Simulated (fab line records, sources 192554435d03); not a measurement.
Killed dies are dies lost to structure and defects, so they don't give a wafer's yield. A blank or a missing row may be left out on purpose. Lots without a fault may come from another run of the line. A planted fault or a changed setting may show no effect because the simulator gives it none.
fab line records | flow n5_finfet
record lots=6 wafers=18 last_day=18
route steps=1938 shown GATE_CUT@513 MOL_CONTACT_COAG@517
lots that met no fault: from a run of the same line without faults
start_h: hours from the record's first day to the start of the lot's first wafer shown | wait_h: hours since the lot's step before | " the same as in the row above | L1.1+2: a row that stands for several wafers | - no value, or no start given | * or withheld: withheld | < > ~ a bound
route shown NAME@n: a module of which the file shows steps, and the number in the route of the first | usual: mean/standard deviation of fault-free wafers | same: alike in all rows | chamber/n: place in a boat | sites: the reading at each site | _std_site: their standard deviation | _edge_site: outer sites' mean less inner sites' | radius_mm: how far each site lies from the wafer's centre | mask NAME#n: copy n | behind: the tool/chamber that last shaped the wafer | hold: why the lot was held/for how many hours/how that ended | device: the transistor (n, p or np) that didn't switch | end of line: the same wafers' tests at the end of the route | a step without rows: its recipe alone | killed: dies lost to structure and defects at the first sort, not the wafer's yield | map: a wafer's dies, x killed, . not, _ none there
set.NAME: the setting as run; set.NAME@STEP: as run at that earlier step | model.NAME: the simulator's own value behind a step, which no gauge read
lots at some steps of the route; a table a step, a row a wafer
services: from which hour (start_h, from the record's first day; less than 0 if before it) a tool's chamber was out of use, for how many hours, and why
## steps
# step N5_GATE_CUT_CMP_43
# recipe material=SiO2 post_cmp_clean=rinse_only
# usual motor_current_A=11.6/1 slurry_filter_dp_kPa=13.51/0.12
# columns lot.wafer tool chamber start_h wait_h motor_current_A slurry_filter_dp_kPa
L741.2 cmp-02 0 151.49 0.0 10.9 13.35
L741.3 " 1 " " 11.7 13.37
L741.4 " 2 " " 12.3 13.49
L742.1 cmp-02 3 154.18 0.0 11.2 13.43
L742.4 " 1 " " 12.4 13.63
L742.6 " 0 " " 10.9 13.55
L744.1 cmp-04 3 172.29 0.2 12.7 13.34
L744.4 " 0 " " 12.0 13.52
L744.6 " 2 " " 10.8 13.25
L751.1 cmp-04 1 209.73 0.0 9.7 13.70
L751.3 " 3 " " 14.1 13.48
L751.6 " 2 " " 11.0 13.49
L752.1 cmp-02 0 216.62 0.3 10.8 13.67
L752.5 " 1 " " 12.1 13.43
L752.6 " 2 " " 12.3 13.56
L754.2 cmp-03 3 228.35 0.1 11.8 13.36
L754.4 " 0 " " 10.1 13.48
L754.3 " 1 " " 11.8 13.58
# step N5_GATE_CUT_CMP_61
# recipe stop_on=SiNx t_overpolish_s=3 post_cmp_clean=alkaline_brush down_force_psi=4 platen_rpm=27.09 pad_velocity_m_s=0.539
# usual motor_current_A=11.6/0.98 slurry_filter_dp_kPa=13.51/0.14
# columns lot.wafer tool chamber start_h wait_h motor_current_A slurry_filter_dp_kPa
L741.2 cmp-02 0 151.97 0.4 11.2 13.70
L741.3 " 1 " " 11.6 13.79
L741.4 " 2 " " 12.2 13.63
L742.1 cmp-02 3 154.66 0.4 11.2 13.53
L742.4 " 1 " " 11.4 13.35
L742.6 " 0 " " 11.3 13.27
L744.1 cmp-04 3 172.67 0.3 14.1 13.65
L744.4 " 0 " " 11.8 13.53
L744.6 " 2 " " 11.5 13.40
L751.1 cmp-04 1 210.21 0.4 10.2 13.30
L751.3 " 3 " " 13.7 13.38
L751.6 " 2 " " 11.0 13.31
L752.1 cmp-02 0 216.95 0.2 11.0 13.51
L752.5 " 1 " " 11.9 13.60
L752.6 " 2 " " 12.2 13.72
L754.2 cmp-03 3 228.78 0.3 11.9 13.26
L754.4 " 0 " " 9.6 13.47
L754.3 " 1 " " 12.1 13.55
# step N5_GATE_CUT_INSPECT_26
# recipe inspect_instrument=darkfield mode=post_cmp
# usual raw_defect_count=33/16
# columns lot.wafer tool chamber start_h wait_h raw_defect_count
L741.2 defect_inspect-01 - 152.21 0.0 35
L741.3 " - " " 66
L741.4 " - " " 58
L742.1 defect_inspect-01 - 154.90 0.0 30
L742.4 " - " " 36
L742.6 " - " " 21
L744.1 defect_inspect-01 - 172.85 0.0 19
L744.4 " - " " 32
L744.6 " - " " 30
L751.1 defect_inspect-02 - 210.44 0.0 97
L751.3 " - " " 37
L751.6 " - " " 42
L752.1 defect_inspect-01 - 217.09 0.0 36
L752.5 " - " " 15
L752.6 " - " " 33
L754.2 defect_inspect-01 - 228.98 0.0 20
L754.3 " - " " 17
L754.4 " - " " 20
# step N5_MOL_CONTACT_COAG_COAT_103
# recipe resist=SOC temp_c=250 time_s=60 spin_rpm=1500 resist_thk_nm=80
# step N5_MOL_CONTACT_COAG_COAT_104
# recipe resist=SiARC temp_c=220 time_s=60 spin_rpm=1500 resist_thk_nm=12
# step N5_MOL_CONTACT_COAG_COAT_58
# recipe resist=underlayer temp_c=205 time_s=60 spin_rpm=1500 resist_thk_nm=10
# step N5_MOL_CONTACT_COAG_COAT_02
# recipe resist=CAR-EUV spin_rpm=1500 resist_thk_nm=30
# step N5_MOL_CONTACT_COAG_EBR_04
# recipe solvent=PGMEA ebr_width_mm=1.5
# step N5_MOL_CONTACT_COAG_SOFTBAKE_03
# recipe temp_c=110 time_s=60 resist=CAR-EUV
# step N5_MOL_CONTACT_COAG_EXPOSE_05
# recipe mask_id=CA na=0.33 source_shape=annular sigma_inner=0.4 sigma_outer=0.8 polarization=unpolarized defocus_nm=0 dose_mj=38.25
# step N5_MOL_CONTACT_COAG_PEB_06
# recipe peb_temp_c=100 peb_time_s=60 resist=CAR-EUV
# step N5_MOL_CONTACT_COAG_DEVELOP_07
# recipe develop_time_s=30 developer=TMAH resist=CAR-EUV rinse_liquid=surfactant_rinse dry=air_spin dev_temp_c=23
# usual chill_plate_temp_C=22.97/0.095 develop_time_s=30/0 exhaust_pa=44.9/0.97
# columns lot.wafer tool chamber start_h wait_h chill_plate_temp_C develop_time_s exhaust_pa model.CAR-EUV_of_MOL_CONTACT_COAG_COAT_02.thk_nm
L741.2 litho_track-03 - 152.99 - - - - 30
L741.3 " - " " - - - 30
L741.4 " - " " - - - 30
L742.1 litho_track-03 - 155.26 - - - - 30.2
L742.4 " - " " - - - 30
L742.6 " - " " - - - 30.2
L744.1 litho_track-02 0 173.24 - 23.01 30 45.2 29.6
L744.4 " 0 " " 22.86 30 45.2 29.6
L744.6 " 0 " " 23.12 30 45.5 29.6
L751.1 litho_track-03 0 210.80 - 23.07 30 45.3 29.6
L751.3 " 0 " " 23.08 30 44.2 29.6
L751.6 " 0 " " 23.00 30 43.3 29.6
L752.1 litho_track-02 0 217.46 - 23.09 30 44.9 29.6
L752.5 " 0 " " 22.89 30 45.0 29.6
L752.6 " 0 " " 22.92 30 45.7 29.6
L754.2 litho_track-05 0 229.34 - 22.80 30 42.9 29.6
L754.3 " 0 " " 22.73 30 43.2 29.6
L754.4 " 0 " " 22.81 30 44.5 29.6
# step N5_MOL_CONTACT_COAG_CD_MEAS_08
# recipe target_cd_nm=28 landing_energy_ev=500 detector=se_inlens polarity=opening
# usual cd_nm=28.00/0.25
# columns lot.wafer tool chamber start_h wait_h cd_nm
L741.2 cd_sem-03 0 153.05 - -
L741.3 " 0 " " -
L741.4 " 0 " " -
L742.1 cd_sem-01 0 155.32 - -
L742.4 " 0 " " -
L742.6 " 0 " " -
L744.1 cd_sem-02 0 173.30 - 28.14
L744.4 " 0 " " 28.16
L744.6 " 0 " " 28.13
L751.1 cd_sem-01 0 210.86 - 27.84
L751.3 " 0 " " 28.44
L751.6 " 0 " " 28.25
L752.1 cd_sem-02 0 217.52 - 28.01
L752.5 " 0 " " 27.69
L752.6 " 0 " " 27.46
L754.2 cd_sem-01 0 229.40 - 28.01
L754.3 " 0 " " 28.14
L754.4 " 0 " " 27.62
## services
# columns tool chamber start_h hours kind
cmp-04 - 142.39 1.4 repair
cmp-04 - 143.81 4.8 pm
cmp-02 - 157.69 4.0 pm
cmp-02 - 161.69 - consumable_replace:conditioner
cmp-02 - 161.69 - consumable_replace:pad
litho_track-02 - 162.88 - consumable_replace:filter
cmp-04 - 167.40 3.8 repair
cmp-03 - 172.74 4.8 pm
litho_track-02 - 180.38 - consumable_replace:filter
cmp-04 - 182.93 1.8 repair
cmp-03 - 183.59 6.1 repair
cmp-04 - 188.59 1.0 repair
cmp-04 - 197.14 0.6 repair
cmp-03 - 208.71 0.5 repair
## key
first_sign step=N5_MOL_CONTACT_COAG_DEVELOP_07 reading=tool_record direction=missing
effect none on later readings
model_effect step=N5_MOL_CONTACT_COAG_DEVELOP_07 value=CAR-EUV_of_MOL_CONTACT_COAG_COAT_02.thk_nm without=29.57 struck=30.07
met_at N5_MOL_CONTACT_COAG_DEVELOP_07
struck_wafers L741.2,L741.3,L741.4,L742.1,L742.4,L742.6
later_rows_left_out L741.2,L741.3,L741.4,L742.1,L742.4,L742.6
sort_left_out L741.2,L741.3,L741.4,L742.1,L742.4,L742.6
fault kind=skipped_step_whole tool=litho_track-03 chamber=- onset_h=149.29 steps=N5_MOL_CONTACT_COAG_DEVELOP_07 scope=struck_lots_only
# sort_left_out: the simulated sort isn't trusted on such a fault, so these wafers' sort isn't shown, and their yield isn't known
# later_rows_left_out: the simulator's readings of these wafers behind a module that went badly wrong aren't trusted and aren't shown, but for the sort
